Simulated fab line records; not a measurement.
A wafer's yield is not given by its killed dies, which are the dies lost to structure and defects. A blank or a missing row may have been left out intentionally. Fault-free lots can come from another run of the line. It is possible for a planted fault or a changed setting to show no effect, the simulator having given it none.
fab line records | flow nandHarc
record lots=13 wafers=39 lastDay=33
route steps=1302 shown P_ZERO_WELL@4 P_GATE@170 END@1302
lots with no fault: from the same line, run without faults
startH: the number of hours between the record's first day and the start of the first shown wafer of the lot | waitH: time in hours since the lot's previous step | " unchanged from the row above | L1.1+2: a row that stands for several wafers | - value missing, or start not given | * or withheld: withheld | < > ~ a bound
route shown NAME@n: NAME is a module with steps in the file, n the number in the route of the first one | usual: mean/standard deviation taken from wafers without a fault | same: alike in all rows | chamber/n: place in a boat | sites: each site's reading | _std_site: their standard deviation | _edge_site: outer sites' mean less inner sites' | radiusMm: how far each site lies from the wafer's centre | mask NAME#n: copy n | behind: the last tool/chamber to shape the wafer | hold: what put the lot on hold/how long, in hours/how the hold closed | device: the transistor (n, p or np) that didn't switch | end of line: tests run on the same wafers once the route is complete | a step without rows: its recipe alone | killed: the dies lost at the first sort to structure and to defects; this is not the yield of the wafer | map: a wafer's dies, marking killed ones x, the rest . and places with no die _
set.NAME: the run value of the setting; set.NAME@STEP: its run value at that earlier step | model.NAME: the simulator's own value behind a step, which no gauge read
one table for each step of the route and one row for each wafer, over a sample of lots
services: when a tool's chamber went out of use (startH, in hours from the record's first day, below 0 if earlier), for how many hours, and the reason
## steps
# step NHARC_P_ZERO_WELL_PECVD_02
# recipe targetThkA=100 tempC=400 pressureTorr=6.5 rfW=withheld teosFlowSccm=withheld flowSccm=2650 targetThkNm=10 gas=O2 material=SiO2
# usual chamberPressureTorr=6.502/0.015 susceptorTempC=400.03/0.21
# columns lot.wafer tool chamber startH waitH chamberPressureTorr sinceWetCleanH susceptorTempC
L720.1 pecvd-03 2 30.45 - 6.530 13 399.78
L720.3 " 0 " " 6.498 13 400.20
L720.4 " 1 " " 6.491 - 399.89
L723.2 pecvd-02 1 60.46 - 6.491 1 399.93
L723.3 " 2 " " 6.492 1 400.07
L723.4 " 1 " " 6.475 - 399.84
L724.3 pecvd-03 1 70.49 - 6.503 53 399.89
L724.6 " 0 " " 6.514 - 399.92
L724.5 " 2 " " 6.505 - 399.99
L725.2 pecvd-02 2 80.49 - 6.512 21 400.13
L725.1 " 0 " " 6.497 21 400.08
L725.5 " 1 " " 6.523 - 400.28
L728.1 pecvd-02 2 110.48 - 6.499 51 399.79
L728.5 " 1 " " 6.502 - 400.42
L728.4 " 0 " " 6.496 - 399.86
L729.2 pecvd-03 1 120.44 - 6.507 103 399.93
L729.3 " 2 " " 6.497 103 400.04
L729.6 " 0 " " 6.451 - 400.11
L730.3 pecvd-04 0 130.49 - 6.490 29 400.27
L730.1 " 1 " " 6.512 30 399.71
L730.6 " 1 " " 6.541 - 400.00
L733.3 pecvd-02 1 160.48 - - - -
L733.4 " 0 " " - - -
L733.6 " 2 " " - - -
L734.3 pecvd-02 2 170.48 - - - -
L734.5 " 2 " " - - -
L734.6 " 0 " " - - -
L735.1 pecvd-04 0 180.44 - - - -
L735.2 " 2 " " - - -
L735.3 " 2 " " - - -
L740.3 pecvd-03 2 230.48 - 6.511 32 400.38
L740.5 " 1 " " 6.490 - 399.83
L740.6 " 2 " " 6.510 - 399.80
L741.1 pecvd-02 1 240.45 - 6.496 0 400.39
L741.3 " 0 " " 6.503 0 399.68
L741.5 " 0 " " 6.496 - 399.95
L742.3 pecvd-03 2 250.49 - 6.511 52 400.19
L742.2 " 0 " " 6.516 52 400.03
L742.4 " 2 " " 6.500 - 399.94
# step NHARC_P_GATE_CD_MEAS_46
# recipe targetCdNm=720 landingEnergyEv=500
# usual cdNm=720.0/2.5
# columns lot.wafer tool chamber startH waitH cdNm
L720.1 cdSem-02 0 121.20 - 716.6
L720.3 " 0 " " 721.0
L720.4 " 0 " " 718.0
L723.2 cdSem-03 0 148.15 - 716.0
L723.3 " 0 " " 717.0
L723.4 " 0 " " 719.0
L724.3 cdSem-02 0 163.56 - 720.5
L724.5 " 0 " " 717.4
L724.6 " 0 " " 718.2
L725.1 cdSem-02 0 164.30 - 724.0
L725.2 " 0 " " 722.4
L725.5 " 0 " " 717.1
L728.1 cdSem-01 0 197.00 - 718.7
L728.4 " 0 " " 722.6
L728.5 " 0 " " 719.2
L729.2 cdSem-02 0 204.15 - 720.8
L729.3 " 0 " " 723.3
L729.6 " 0 " " 720.8
L730.1 cdSem-02 0 221.94 - 721.5
L730.3 " 0 " " 720.3
L730.6 " 0 " " 724.5
L734.3 cdSem-02 0 256.33 - 723.1
L734.5 " 0 " " 720.0
L734.6 " 0 " " 718.9
L733.3 cdSem-03 0 256.67 - 719.9
L733.4 " 0 " " 715.8
L733.6 " 0 " " 714.5
L735.1 cdSem-02 0 273.31 - 715.7
L735.2 " 0 " " 719.5
L735.3 " 0 " " 717.3
L740.3 cdSem-03 0 314.22 - 720.1
L740.5 " 0 " " 719.0
L740.6 " 0 " " 721.7
L741.1 cdSem-03 0 333.02 - 718.6
L741.3 " 0 " " 717.8
L741.5 " 0 " " 719.4
L742.2 cdSem-03 0 336.78 - 718.0
L742.3 " 0 " " 719.0
L742.4 " 0 " " 716.6
# step NHARC_P_GATE_DESCUM_48
# recipe timeS=3 o2FlowSccm=200 arFlowSccm=0 biasPowerW=0 chemistry=O2
# usual drypumpMotorCurrentA=5.9/0.36 oesProductAu=1.002/0.014 rfVppV=57.7/0.82 showerheadPlenumPTorr=1.89/0.083 throttleValvePct=11.312/0.0095
# columns lot.wafer tool chamber startH waitH drypumpMotorCurrentA oesProductAu rfHoursCounterH rfVppV showerheadPlenumPTorr throttleValvePct
L720.1 rieDiel-12 1 121.36 - 5.9 0.996 2.4 57.6 1.96 11.303
L720.4 " 2 " " 5.6 0.998 1.9 58.2 1.81 11.302
L720.3 " 3 " " 6.2 1.015 1.5 57.8 1.81 11.321
L723.3 rieDiel-08 0 148.31 - 5.2 1.002 4.9 56.9 1.97 11.311
L723.2 " 1 " " 5.4 0.986 4.9 57.5 1.84 11.302
L723.4 " 2 " " 5.8 1.029 6.0 56.9 1.95 11.300
L724.3 rieDiel-12 1 163.74 - 5.9 0.996 6.0 57.7 1.96 11.313
L724.5 " 3 " " 6.1 1.023 - 57.0 1.81 11.312
L724.6 " 0 " " 5.9 0.975 - 57.6 1.84 11.320
L725.1 rieDiel-06 1 164.46 - 6.2 1.015 1.1 56.8 1.79 11.322
L725.2 " 0 " " 6.6 1.018 0.0 57.2 2.06 11.322
L725.5 " 2 " " 6.1 1.014 - 58.5 1.99 11.325
L728.4 rieDiel-06 2 197.16 - 6.0 1.010 3.4 57.7 1.99 11.294
L728.1 " 3 " " 5.6 0.998 3.7 55.8 1.89 11.325
L728.5 " 3 " " 5.6 1.005 - 57.5 1.89 11.295
L729.2 rieDiel-12 1 204.31 - 5.9 0.998 8.4 56.8 1.96 11.305
L729.3 " 0 " " 5.9 0.970 7.7 57.5 1.84 11.301
L729.6 " 1 " " 6.0 1.007 - 58.7 1.96 11.306
L730.1 rieDiel-08 3 222.11 - 5.4 1.002 0.8 57.4 1.86 11.314
L730.3 " 0 " " 5.2 0.997 0.8 57.5 1.97 11.323
L730.6 " 3 " " 5.4 1.009 - 56.7 1.86 11.308
L734.3 rieDiel-12 0 256.52 - 6.0 0.979 10.9 57.6 1.84 11.319
L734.5 " 2 " " 5.7 0.974 - 57.8 1.81 11.321
L734.6 " 0 " " 5.9 0.974 - 59.5 1.84 11.320
L733.3 rieDiel-06 3 256.84 - 5.6 0.997 5.9 58.4 1.89 11.320
L733.6 " 3 " " 5.6 1.017 - 58.1 1.89 11.324
L733.4 " 1 " " 6.2 1.021 - 58.2 1.78 11.311
L735.3 rieDiel-06 1 273.54 - 6.2 1.020 5.2 57.8 1.78 11.298
L735.1 " 2 " " 6.1 1.002 6.0 58.0 1.99 11.326
L735.2 " 0 " " 6.6 1.012 5.3 57.7 2.06 11.300
L740.3 rieDiel-08 2 314.38 - 5.8 1.023 7.5 58.1 1.95 11.338
L740.6 " 2 " " 5.8 1.014 - 57.3 1.95 11.318
L740.5 " 3 " " 5.5 1.000 - 56.9 1.85 11.322
L741.1 rieDiel-08 2 333.18 - 5.9 1.005 8.3 58.0 1.95 11.305
L741.3 " 0 " " 5.2 0.997 6.9 59.2 1.97 11.312
L741.5 " 3 " " 5.5 0.997 - 57.2 1.85 11.309
L742.4 rieDiel-12 1 336.93 - 5.9 1.015 3.1 57.7 1.95 11.324
L742.2 " 2 " " 5.6 0.978 1.6 57.6 1.81 11.308
L742.3 " 3 " " 6.2 1.004 3.0 57.2 1.81 11.293
# step NHARC_P_GATE_STRIP_76
# recipe powerW=1500 tempC=250 chemistry=O2
# usual drypumpMotorCurrentA=5.7/0.3 heaterPowerW=344/35
# columns lot.wafer tool chamber startH waitH drypumpMotorCurrentA heaterPowerW rfHoursCounterH
L720.1 plasmaAsher-01 0 123.78 0.2 5.4 402 29
L720.4 " 1 " " 6.1 290 -
L720.3 " 0 " " 5.4 383 -
L723.2 plasmaAsher-01 1 150.56 0.2 6.1 296 35
L723.3 " 1 " " 6.1 290 -
L723.4 " 0 " " 5.4 390 -
L724.3 plasmaAsher-02 1 166.26 0.1 5.9 368 -
L724.6 " 0 " " 5.5 321 -
L724.5 " 1 " " 5.9 367 -
L725.2 plasmaAsher-02 1 166.72 0.2 5.9 377 15
L725.1 " 0 " " 5.4 320 15
L725.5 " 0 " " 5.5 331 -
L728.1 plasmaAsher-01 1 199.55 0.2 6.1 302 6
L728.4 " 0 " " 5.4 389 -
L728.5 " 1 " " 6.1 295 -
L729.2 plasmaAsher-01 1 206.99 0.2 6.1 300 7
L729.3 " 1 " " 6.1 298 -
L729.6 " 1 " " 6.1 298 -
L730.1 plasmaAsher-01 0 224.40 0.2 5.4 386 12
L730.3 " 0 " " 5.4 382 -
L730.6 " 1 " " 6.1 301 -
L734.3 plasmaAsher-01 1 258.79 0.2 6.1 297 -
L734.5 " 1 " " 6.1 304 -
L734.6 " 0 " " 5.4 394 -
L733.4 plasmaAsher-02 0 259.29 0.2 5.4 330 -
L733.3 " 1 " " 5.9 362 -
L733.6 " 1 " " 5.9 360 -
L735.2 plasmaAsher-01 1 275.94 0.2 6.1 299 24
L735.1 " 0 " " 5.4 387 24
L735.3 " 1 " " 6.1 307 -
L740.3 plasmaAsher-02 0 316.69 0.2 5.5 333 -
L740.5 " 0 " " 5.4 333 -
L740.6 " 1 " " 5.9 356 -
L741.1 plasmaAsher-01 0 335.56 0.2 5.4 376 36
L741.3 " 0 " " 5.4 385 -
L741.5 " 0 " " 5.4 387 -
L742.2 plasmaAsher-02 1 339.32 0.2 5.9 351 17
L742.4 " 1 " " 5.9 354 -
L742.3 " 0 " " 5.5 326 -
# step NHARC_END_SORT_01
# recipe tempC=25
# usual killedAtArray=55/22 killedAtOther=0.9/1.2 killedAtPeriphery=3.6/2.3 killedDies=60/22 killedOpen=3.2/1.9 killedShort=2.5/1.6
# same grossDies=677
# columns lot.wafer tool chamber startH waitH killedAtArray killedAtOther killedAtPeriphery killedDies killedOpen killedShort
L723.2 prober-02 0 590.07 2.8 96 0 2 98 2 3
L723.3 prober-02 0 590.88 3.1 83 0 3 86 2 2
L723.4 prober-02 0 591.68 3.4 77 0 3 80 3 2
L724.3 prober-02 0 617.55 3.1 77 2 3 82 2 1
L724.5 prober-02 0 619.11 3.6 85 1 0 86 2 2
L724.6 prober-02 0 619.90 3.9 82 1 2 85 4 5
L730.1 prober-01 0 655.61 2.5 22 2 6 30 4 1
L730.3 prober-01 0 657.21 3.1 28 0 3 31 1 2
L730.6 prober-01 0 659.61 4.0 22 2 2 26 2 3
# killed by level:class
L723.2 A_CHANNEL_HOLE_D1:chamberFilmFlake=33 A_SLIT:chamberFilmFlake=26 A_CHANNEL_HOLE_D2:chamberFilmFlake=25 A_WL_FILL:geometricParticle:short=3 A_CHANNEL_FILL_D1:chamberFilmFlake=3 A_WL_FILL:chamberFilmFlake=2 A_CONTACT:chamberFilmFlake=2 A_CHANNEL_HOLE_D1:geometricParticle:open=1
L723.3 A_CHANNEL_HOLE_D1:chamberFilmFlake=26 A_SLIT:chamberFilmFlake=25 A_CHANNEL_HOLE_D2:chamberFilmFlake=20 A_CONTACT:chamberFilmFlake=7 P_CONTACT:geometricParticle:short=1 P_M1:geometricParticle:open=1 A_SOURCE_PLATE:geometricParticle:open=1 A_WL_FILL:geometricParticle:short=1
L723.4 A_CHANNEL_HOLE_D2:chamberFilmFlake=27 A_CHANNEL_HOLE_D1:chamberFilmFlake=26 A_SLIT:chamberFilmFlake=17 A_CONTACT:chamberFilmFlake=2 P_M0:geometricParticle:open=1 A_DECK1_JOINT:geometricParticle:short=1 A_SGD_CUT:geometricParticle:open=1 A_WL_FILL:geometricParticle:short=1
L724.3 A_CHANNEL_HOLE_D2:chamberFilmFlake=27 A_CHANNEL_HOLE_D1:chamberFilmFlake=18 A_SLIT:chamberFilmFlake=17 A_CONTACT:chamberFilmFlake=10 P_M0:chamberFilmFlake=2 A_SGD_CUT:chamberFilmFlake=2 THIN_TSV:chamberFilmFlake=2 A_ONON_D1:geometricParticle:open=1
L724.5 A_CHANNEL_HOLE_D1:chamberFilmFlake=25 A_CHANNEL_HOLE_D2:chamberFilmFlake=25 A_SLIT:chamberFilmFlake=17 A_CONTACT:chamberFilmFlake=10 A_WL_FILL:geometricParticle:short=2 A_SGD_CUT:chamberFilmFlake=2 A_ONON_D1:geometricParticle:open=1 A_WL_FILL:geometricParticle:open=1
L724.6 A_CHANNEL_HOLE_D2:chamberFilmFlake=22 A_SLIT:chamberFilmFlake=21 A_CHANNEL_HOLE_D1:chamberFilmFlake=20 A_CONTACT:chamberFilmFlake=7 A_SGD_CUT:chamberFilmFlake=3 A_SOURCE_PLATE:geometricParticle:short=2 A_ONON_D2:geometricParticle:open=2 A_SGD_CUT:geometricParticle:short=2
L730.1 A_CHANNEL_HOLE_D1:chamberFilmFlake=8 P_M2:chamberFilmFlake=5 A_SLIT:chamberFilmFlake=4 THIN_TSV:chamberFilmFlake=2 P_GATE:geometricParticle:open=1 A_CHANNEL_FILL_D1:geometricParticle:open=1 A_DECK1_JOINT:geometricParticle:open=1 A_CHANNEL_FILL_D2:geometricParticle:short=1
L730.3 A_CHANNEL_HOLE_D1:chamberFilmFlake=9 A_SLIT:chamberFilmFlake=9 A_CONTACT:chamberFilmFlake=3 P_M2:chamberFilmFlake=2 A_M1:chamberFilmFlake=2 P_CONTACT:geometricParticle:open=1 A_CHANNEL_FILL_D2:geometricParticle:short=1 A_WL_FILL:geometricParticle:short=1
L730.6 A_CHANNEL_HOLE_D1:chamberFilmFlake=5 A_SLIT:chamberFilmFlake=5 P_M2:chamberFilmFlake=2 A_SGD_CUT:chamberFilmFlake=2 THIN_TSV:chamberFilmFlake=2 A_SOURCE_PLATE:geometricParticle:open=1 A_CHANNEL_HOLE_D1:geometricParticle:short=1 A_CHANNEL_FILL_D1:geometricParticle:short=1
## services
# columns tool chamber startH hours kind
rieDiel-08 - 13.80 9.0 pm
rieDiel-12 1 32.82 6.4 repair
pecvd-02 - 46.18 13.0 pm
plasmaAsher-02 - 72.00 9.0 pm
rieDiel-12 - 91.40 9.0 pm
pecvd-02 - 93.28 1.2 repair
rieDiel-06 0 101.14 32.2 repair
pecvd-03 - 103.86 2.3 repair
rieDiel-06 1 126.31 24.1 repair
rieDiel-06 2 129.34 1.4 repair
rieDiel-06 - 130.20 9.0 pm
plasmaAsher-02 - 154.81 11.1 repair
pecvd-03 - 159.48 3.8 repair
plasmaAsher-01 - 165.20 9.0 pm
pecvd-03 - 185.19 13.0 pm
plasmaAsher-02 - 216.69 4.6 repair
pecvd-02 - 227.18 13.0 pm
plasmaAsher-02 - 229.38 6.2 repair
rieDiel-12 1 243.10 13.9 repair
plasmaAsher-02 - 249.04 9.0 pm
rieDiel-12 - 268.40 9.0 pm
rieDiel-12 2 303.92 14.4 repair
pecvd-02 0 313.10 8.2 repair
plasmaAsher-02 - 319.64 2.0 repair
## key
firstSign step=NHARC_P_ZERO_WELL_PECVD_02 reading=toolRecord direction=missing
effect none on later readings
metAt NHARC_P_ZERO_WELL_PECVD_02
struckLots L733,L734,L735
testerLeftOut L733,L734,L735
notActingAt NHARC_P_GATE_CD_MEAS_46,NHARC_P_GATE_DESCUM_48,NHARC_P_GATE_STRIP_76
onsetBetween 130.49 160.48
fault kind=skippedStepWhole tool=pecvd-02,pecvd-04 chamber=- onsetH=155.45 steps=NHARC_P_ZERO_WELL_PECVD_02 scope=struckLotsOnly
# testerLeftOut: of these lots the tester's yield and bins aren't shown, on N5 and GAA mostly nor the transistor test; their killed dies are dies lost to structure and defects alone, not to doping, threshold or leakage, so they don't give the yield
